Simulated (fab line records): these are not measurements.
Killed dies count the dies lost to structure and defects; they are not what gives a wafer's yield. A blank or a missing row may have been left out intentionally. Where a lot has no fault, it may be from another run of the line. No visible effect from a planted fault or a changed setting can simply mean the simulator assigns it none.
Which tool is to blame?	flow nand-harc	24 lots with 72 wafers sampled at 6 steps, on a route of 1159 steps

WHAT THE GAUGES READ, wafer by wafer
The record holds no reading of a measuring or inspecting step that can be judged against a usual standard deviation.

EACH LOT AND THE TOOL THAT RAN IT (in order: tool; ch and the chambers of the sampled wafers; start)
lot	NHARC_A_STAIRCASE_DEP_301	NHARC_A_STAIRCASE_STRIP_476	NHARC_A_STAIRCASE_DEP_322	NHARC_A_STAIRCASE_DESCUM_443	NHARC_A_STAIRCASE_ETCHBACK_422	NHARC_A_STAIRCASE_DEP_471
L074	pecvd-03 ch 0,1,2, day 11 07:43	rie-diel-06 ch 1,3, day 11 13:57	pecvd-03 ch 0,1, day 12 06:37	rie-diel-07 ch 1,3, day 12 22:06	rie-diel-06 ch 0,2,3, day 13 01:59	pecvd-04 ch 0,1, day 13 02:38
L075	pecvd-02 ch 0,1,2, day 12 03:04	rie-diel-06 ch 1,2,3, day 12 08:10	pecvd-04 ch 0,1,2, day 13 05:57	rie-diel-13 ch 1,3, day 14 01:23	rie-diel-06 ch 2,3, day 14 05:20	pecvd-04 ch 0,1, day 14 05:58
L076	pecvd-03 ch 0,2, day 12 07:20	rie-diel-07 ch 1,2,3, day 12 12:26	pecvd-04 ch 0,1,2, day 13 10:08	rie-diel-06 ch 2,3, day 14 01:14	rie-diel-13 ch 0,1,3, day 14 04:57	pecvd-03 ch 0,2, day 14 05:36
L079	pecvd-02 ch 0,1,2, day 12 15:38	rie-diel-06 ch 0,1,2, day 12 21:12	pecvd-03 ch 0,2, day 13 17:04	rie-diel-06 ch 0,2,3, day 14 09:27	rie-diel-13 ch 0,1, day 14 13:10	pecvd-04 ch 1,2, day 14 14:20
L077	pecvd-04 ch 0,1,2, day 12 16:14	rie-diel-06 ch 0,1,3, day 12 22:48	pecvd-04 ch 0,1,2, day 13 17:03	rie-diel-13 ch 1,2, day 14 09:28	rie-diel-07 ch 0,1,3, day 14 13:18	pecvd-03 ch 0,1, day 14 14:20
L078	pecvd-04 ch 0,2, day 12 20:16	rie-diel-06 ch 0,1,2, day 13 01:25	pecvd-02 ch 1,2, day 13 22:52	rie-diel-13 ch 0,1, day 14 16:02	rie-diel-13 ch 1,3, day 14 20:14	pecvd-03 ch 0,1,2, day 14 21:10
L080	pecvd-02 ch 0,2, day 13 10:28	rie-diel-06 ch 0,2,3, day 13 15:27	pecvd-03 ch 0,2, day 14 13:49	rie-diel-07 ch 0,1,3, day 15 04:29	rie-diel-06 ch 0,1,3, day 15 08:11	pecvd-03 ch 0,2, day 15 09:01
L082	pecvd-02 ch 0,1,2, day 13 13:32	rie-diel-07 ch 0,2,3, day 13 18:22	pecvd-04 ch 0,1,2, day 14 13:59	rie-diel-06 ch 1,2,3, day 15 04:40	rie-diel-13 ch 2,3, day 15 08:28	pecvd-03 ch 0,1,2, day 15 09:14
L081	pecvd-03 ch 1,2, day 13 20:20	rie-diel-07 ch 0,1, day 14 02:52	pecvd-03 ch 0,1, day 15 02:03	rie-diel-06 ch 0,1,2, day 15 21:34	rie-diel-07 ch 0,1,2, day 16 01:29	pecvd-04 ch 0,1, day 16 02:09
L083	pecvd-03 ch 0,1, day 14 03:25	rie-diel-07 ch 0,1,3, day 14 08:29	pecvd-04 ch 0,1,2, day 15 06:40	rie-diel-13 ch 0,1, day 15 21:49	rie-diel-13 ch 2,3, day 16 01:32	pecvd-04 ch 0,1, day 16 02:22
L084	pecvd-04 ch 0,2, day 14 03:47	rie-diel-07 ch 0,2,3, day 14 09:53	pecvd-03 ch 0,1,2, day 15 06:41	rie-diel-07 ch 0,2, day 15 21:25	rie-diel-06 ch 0,2,3, day 16 01:05	pecvd-03 ch 1,2, day 16 01:43
L087	pecvd-03 ch 0,1, day 14 14:53	rie-diel-07 ch 1,2,3, day 14 19:52	pecvd-02 ch 0,1,2, day 15 18:24	rie-diel-13 ch 0,1,2, day 16 10:06	rie-diel-06 ch 0,1,2, day 16 14:17	pecvd-02 ch 0,1,2, day 16 14:56
L086	pecvd-02 ch 0,2, day 14 18:25	rie-diel-06 ch 0,3, day 14 23:44	pecvd-03 ch 0,2, day 15 18:43	rie-diel-06 ch 2,3, day 16 09:55	rie-diel-07 ch 0,2,3, day 16 13:58	pecvd-04 ch 0,1, day 16 14:36
L085	pecvd-04 ch 0,1,2, day 14 22:52	rie-diel-13 ch 0,1,3, day 15 03:55	pecvd-03 ch 0,2, day 15 23:13	rie-diel-13 ch 1,3, day 16 17:52	rie-diel-13 ch 1,3, day 16 21:36	pecvd-03 ch 1,2, day 16 22:13
L088	pecvd-03 ch 0,1, day 15 11:11	rie-diel-07 ch 2,3, day 15 16:31	pecvd-04 ch 0,1,2, day 16 12:10	rie-diel-06 ch 0,1, day 17 06:51	rie-diel-06 ch 2,3, day 17 10:59	pecvd-04 ch 0,1,2, day 17 11:47
L089	pecvd-04 ch 0,1,2, day 15 13:14	rie-diel-06 ch 0,2,3, day 15 18:13	pecvd-02 ch 1,2, day 16 12:16	rie-diel-13 ch 2,3, day 17 06:42	rie-diel-06 ch 0,1,2, day 17 10:25	pecvd-02 ch 0,1, day 17 11:04
L091	pecvd-04 ch 0,1,2, day 15 14:53	rie-diel-06 ch 2,3, day 15 19:57	pecvd-03 ch 0,1, day 16 19:57	rie-diel-06 ch 0,1,3, day 17 12:37	rie-diel-07 ch 0,1,2, day 17 16:17	pecvd-02 ch 0,1, day 17 16:58
L090	pecvd-02 ch 0,2, day 15 20:42	rie-diel-07 ch 0,1, day 16 03:52	pecvd-02 ch 1,2, day 17 01:41	rie-diel-07 ch 1,2, day 17 16:41	rie-diel-07 ch 1,2, day 17 20:25	pecvd-03 ch 0,1, day 17 21:07
L092	pecvd-04 ch 0,1, day 16 00:23	rie-diel-13 ch 0,2, day 16 07:49	pecvd-03 ch 0,2, day 17 01:54	rie-diel-13 ch 0,2,3, day 17 16:32	rie-diel-13 ch 0,2,3, day 17 21:04	pecvd-03 ch 0,1, day 17 21:46
L094	pecvd-03 ch 0,1,2, day 16 19:35	rie-diel-07 ch 0,3, day 17 00:51	pecvd-04 ch 1,2, day 17 21:50	rie-diel-07 ch 0,1,2, day 18 18:10	rie-diel-13 ch 1,2,3, day 18 23:26	pecvd-03 ch 1,2, day 19 00:04
L095	pecvd-02 ch 0,1,2, day 16 23:28	rie-diel-06 ch 0,2,3, day 17 04:32	pecvd-03 ch 0,1,2, day 18 01:44	rie-diel-13 ch 0,1, day 18 18:41	rie-diel-13 ch 0,1,2, day 18 22:27	pecvd-04 ch 0,1, day 18 23:06
L093	pecvd-03 ch 0,1,2, day 16 23:31	rie-diel-13 ch 1,2, day 17 05:39	pecvd-02 ch 1,2, day 18 01:44	rie-diel-07 ch 0,1,2, day 18 18:03	rie-diel-07 ch 1,2, day 18 22:04	pecvd-04 ch 0,1,2, day 18 22:43
L096	pecvd-02 ch 0,2, day 17 04:19	rie-diel-13 ch 0,2, day 17 09:18	pecvd-02 ch 0,1,2, day 18 07:02	rie-diel-07 ch 0,2, day 19 01:06	rie-diel-06 ch 0,2,3, day 19 04:46	pecvd-04 ch 0,1,2, day 19 05:26
L097	pecvd-03 ch 0,1, day 17 13:20	rie-diel-06 ch 0,1,2, day 17 18:22	pecvd-04 ch 0,1, day 18 14:34	rie-diel-06 ch 0,2,3, day 19 06:19	rie-diel-13 ch 2,3, day 19 10:26	pecvd-03 ch 1,2, day 19 11:08
- NHARC_A_STAIRCASE_DEP_301: deposits SiON, target thk 30 nm.
- NHARC_A_STAIRCASE_STRIP_476: strips in O2, time 20 s.
- NHARC_A_STAIRCASE_DEP_322: deposits SiO2, target thk 3800 nm.
- NHARC_A_STAIRCASE_DESCUM_443: chemistry O2, time 3 s.
- NHARC_A_STAIRCASE_ETCHBACK_422: etches the open film in CH3F/O2, target depth 40 nm, time 74.286 s.
- NHARC_A_STAIRCASE_DEP_471: deposits SiO2, target thk 100 nm.

AS READ BY THE TOOLS THEMSELVES (means over the sampled wafers that have a number; for cases with no such wafer, the mark the record gives instead)
NHARC_A_STAIRCASE_DEP_301. Usual: heater-power-w reads 726 W (standard deviation 110).
lot	tool	heater-power-w (W)	flag
L074	pecvd-03	733	
L075	pecvd-02	738	
L076	pecvd-03	671	
L079	pecvd-02	736	
L077	pecvd-04	745	
L078	pecvd-04	803	
L080	pecvd-02	643	
L082	pecvd-02	726	
L081	pecvd-03	562	
L083	pecvd-03	788	
L084	pecvd-04	728	
L087	pecvd-03	738	
L086	pecvd-02	709	
L085	pecvd-04	742	
L088	pecvd-03	787	
L089	pecvd-04	722	
L091	pecvd-04	774	
L090	pecvd-02	705	
L092	pecvd-04	659	
L094	pecvd-03	701	
L095	pecvd-02	714	
L093	pecvd-03	716	
L096	pecvd-02	656	
L097	pecvd-03	759	

NHARC_A_STAIRCASE_STRIP_476. Usual: drypump-motor-current-A 5.6 A, standard deviation 0.4; oes-product-au 0.994 a.u., standard deviation 0.013; rf-vpp-V 58.0 V, standard deviation 0.81; showerhead-plenum-p-Torr 3.61 Torr, standard deviation 0.13; throttle-valve-pct 17.035 %, standard deviation 0.0084.
lot	tool	drypump-motor-current-A (A)	oes-product-au (a.u.)	rf-vpp-V (V)	showerhead-plenum-p-Torr (Torr)	throttle-valve-pct (%)	flag
L074	rie-diel-06	5.4	0.991	57.8	3.53	17.031	
L075	rie-diel-06	5.4	1.000	57.6	3.61	17.041	
L076	rie-diel-07	6.0	0.992	58.2	3.66	17.032	
L079	rie-diel-06	5.6	0.991	58.6	3.58	17.033	
L077	rie-diel-06	5.4	0.985	57.4	3.57	17.048	
L078	rie-diel-06	5.6	0.996	58.8	3.58	17.035	
L080	rie-diel-06	5.3	0.999	58.3	3.66	17.036	
L082	rie-diel-07	5.8	0.994	57.6	3.70	17.039	
L081	rie-diel-07	5.7	0.995	58.5	3.61	17.039	
L083	rie-diel-07	5.6	0.987	58.1	3.62	17.032	
L084	rie-diel-07	5.8	1.004	57.6	3.69	17.038	
L087	rie-diel-07	6.0	0.995	59.1	3.65	17.030	
L086	rie-diel-06	5.1	0.995	58.1	3.64	17.035	
L085	rie-diel-13	5.9	0.990	58.6	3.54	17.034	
L088	rie-diel-07	6.0	1.007	58.3	3.65	17.036	
L089	rie-diel-06	5.3	1.002	58.2	3.65	17.033	
L091	rie-diel-06	5.0	0.998	57.8	3.68	17.048	
L090	rie-diel-07	5.7	0.993	58.2	3.60	17.032	
L092	rie-diel-13	5.5	0.988	57.9	3.57	17.033	
L094	rie-diel-07	5.5	1.005	57.9	3.65	17.030	
L095	rie-diel-06	5.3	0.998	58.0	3.64	17.028	
L093	rie-diel-13	5.6	0.993	57.6	3.48	17.039	
L096	rie-diel-13	5.7	0.990	58.2	3.67	17.041	
L097	rie-diel-06	5.6	0.995	57.7	3.56	17.032	

NHARC_A_STAIRCASE_DEP_322. Usual: heater-power-w reads 620 W (standard deviation 99).
lot	tool	heater-power-w (W)	flag
L074	pecvd-03	664	
L075	pecvd-04	650	
L076	pecvd-04	654	
L079	pecvd-03	537	
L077	pecvd-04	613	
L078	pecvd-02	609	
L080	pecvd-03	587	
L082	pecvd-04	619	
L081	pecvd-03	635	
L083	pecvd-04	649	
L084	pecvd-03	603	
L087	pecvd-02	615	
L086	pecvd-03	533	
L085	pecvd-03	549	
L088	pecvd-04	654	
L089	pecvd-02	582	
L091	pecvd-03	643	
L090	pecvd-02	649	
L092	pecvd-03	548	
L094	pecvd-04	671	
L095	pecvd-03	610	
L093	pecvd-02	617	
L096	pecvd-02	581	
L097	pecvd-04	563	

NHARC_A_STAIRCASE_DESCUM_443. Usual: drypump-motor-current-A 5.6 A, standard deviation 0.37; oes-product-au 0.992 a.u., standard deviation 0.012; rf-vpp-V 57.9 V, standard deviation 0.87; showerhead-plenum-p-Torr 1.94 Torr, standard deviation 0.087; throttle-valve-pct 11.311 %, standard deviation 0.009.
lot	tool	drypump-motor-current-A (A)	oes-product-au (a.u.)	rf-vpp-V (V)	showerhead-plenum-p-Torr (Torr)	throttle-valve-pct (%)	flag
L074	rie-diel-07	5.8	0.993	57.6	1.94	11.316	
L075	rie-diel-13	5.7	0.988	57.3	1.82	11.304	
L076	rie-diel-06	5.3	0.999	57.5	2.01	11.314	
L079	rie-diel-06	5.3	1.004	58.1	1.99	11.309	
L077	rie-diel-13	5.6	0.985	57.9	1.89	11.305	
L078	rie-diel-13	6.0	0.981	57.9	1.96	11.319	
L080	rie-diel-07	5.6	0.996	57.8	1.96	11.310	
L082	rie-diel-06	5.3	0.994	58.5	1.96	11.304	
L081	rie-diel-06	5.6	1.001	58.1	1.94	11.311	
L083	rie-diel-13	6.0	0.979	57.8	2.02	11.309	
L084	rie-diel-07	5.6	0.994	58.7	2.03	11.314	
L087	rie-diel-13	5.8	0.982	58.2	1.95	11.307	
L086	rie-diel-06	5.3	0.997	57.1	2.00	11.303	
L085	rie-diel-13	5.9	0.981	57.3	1.86	11.308	
L088	rie-diel-06	5.7	0.992	57.3	1.88	11.306	
L089	rie-diel-13	5.4	0.999	57.3	1.84	11.320	
L091	rie-diel-06	5.3	0.994	57.8	1.93	11.313	
L090	rie-diel-07	6.1	0.998	57.9	2.01	11.315	
L092	rie-diel-13	5.6	1.003	57.8	1.90	11.317	
L094	rie-diel-07	5.8	0.999	58.8	1.99	11.319	
L095	rie-diel-13	6.0	0.988	57.0	1.95	11.306	
L093	rie-diel-07	5.8	0.993	58.7	1.99	11.310	
L096	rie-diel-07	5.6	0.992	58.3	2.02	11.314	
L097	rie-diel-06	5.3	0.987	58.3	1.98	11.319	

NHARC_A_STAIRCASE_ETCHBACK_422. Usual: drypump-motor-current-A 5.6 A, standard deviation 0.37; oes-product-au 0.95 a.u., standard deviation 0.035; rf-vpp-V 244.6 V, standard deviation 1.8; showerhead-plenum-p-Torr 2.49 Torr, standard deviation 0.11; throttle-valve-pct 20.664 %, standard deviation 0.009.
lot	tool	drypump-motor-current-A (A)	oes-product-au (a.u.)	rf-vpp-V (V)	showerhead-plenum-p-Torr (Torr)	throttle-valve-pct (%)	flag
L074	rie-diel-06	5.3	0.95	246.7	2.55	20.657	
L075	rie-diel-06	5.3	0.93	246.6	2.58	20.666	
L076	rie-diel-13	5.8	0.99	244.0	2.47	20.661	
L079	rie-diel-13	6.0	0.98	244.8	2.52	20.662	
L077	rie-diel-07	5.7	0.93	245.8	2.52	20.654	
L078	rie-diel-13	5.7	0.99	241.8	2.34	20.667	
L080	rie-diel-06	5.4	0.93	244.3	2.48	20.671	
L082	rie-diel-13	5.4	0.92	242.6	2.37	20.660	
L081	rie-diel-07	5.8	0.92	245.3	2.56	20.656	
L083	rie-diel-13	5.5	0.93	242.4	2.32	20.668	
L084	rie-diel-06	5.3	0.93	245.5	2.54	20.669	
L087	rie-diel-06	5.6	0.92	244.2	2.48	20.664	
L086	rie-diel-07	5.8	0.93	247.1	2.57	20.657	
L085	rie-diel-13	5.7	0.99	242.6	2.33	20.668	
L088	rie-diel-06	5.0	0.98	245.0	2.56	20.670	
L089	rie-diel-06	5.6	0.92	244.4	2.48	20.658	
L091	rie-diel-07	5.8	0.92	245.9	2.56	20.669	
L090	rie-diel-07	6.0	0.99	245.4	2.52	20.665	
L092	rie-diel-13	5.6	1.00	243.6	2.44	20.668	
L094	rie-diel-13	5.6	0.92	243.3	2.37	20.669	
L095	rie-diel-13	5.8	0.99	245.1	2.49	20.666	
L093	rie-diel-07	6.1	1.00	246.6	2.57	20.668	
L096	rie-diel-06	5.3	0.99	246.0	2.53	20.662	
L097	rie-diel-13	5.4	0.93	242.6	2.36	20.662	

NHARC_A_STAIRCASE_DEP_471. Usual: heater-power-w 519 W, standard deviation 93; throttle-valve-pct 16.0 %, standard deviation 0.33.
lot	tool	heater-power-w (W)	throttle-valve-pct (%)	flag
L074	pecvd-04	463	15.9	
L075	pecvd-04	500	15.8	
L076	pecvd-03	462	16.2	
L079	pecvd-04	510	15.9	
L077	pecvd-03	591	16.1	
L078	pecvd-03	505	16.1	
L080	pecvd-03	447	16.5	
L082	pecvd-03	497	16.1	
L081	pecvd-04	498	15.8	
L083	pecvd-04	502	15.8	
L084	pecvd-03	530	16.1	
L087	pecvd-02	539	15.9	
L086	pecvd-04	494	15.8	
L085	pecvd-03	424	16.1	
L088	pecvd-04	595	15.6	
L089	pecvd-02	570	15.9	
L091	pecvd-02	521	15.9	
L090	pecvd-03	546	16.2	
L092	pecvd-03	580	16.1	
L094	pecvd-03	515	16.0	
L095	pecvd-04	453	16.1	
L093	pecvd-04	487	15.8	
L096	pecvd-04	536	15.7	
L097	pecvd-03	454	16.2	

THE ANSWER, worked out from the rows above alone
Rule: lot off if the mean of its wafers having a number is beyond 3 standard deviations from the usual mean. A lot without any number at a reading at which 4 lots or more have one is off too. Any other lot the step has rows for is counted as sound. The gauges are gone through in route order, then the tools' own readings, and for those a lot's mean is taken as printed above. The first step at which some lot is off is used, and at that step the reading that is off furthest; a lot without a number counts as furthest.
Across all readings shown, no lot is off: no conclusion can be drawn from this.

WHAT WAS PUT IN BY THE SIMULATOR
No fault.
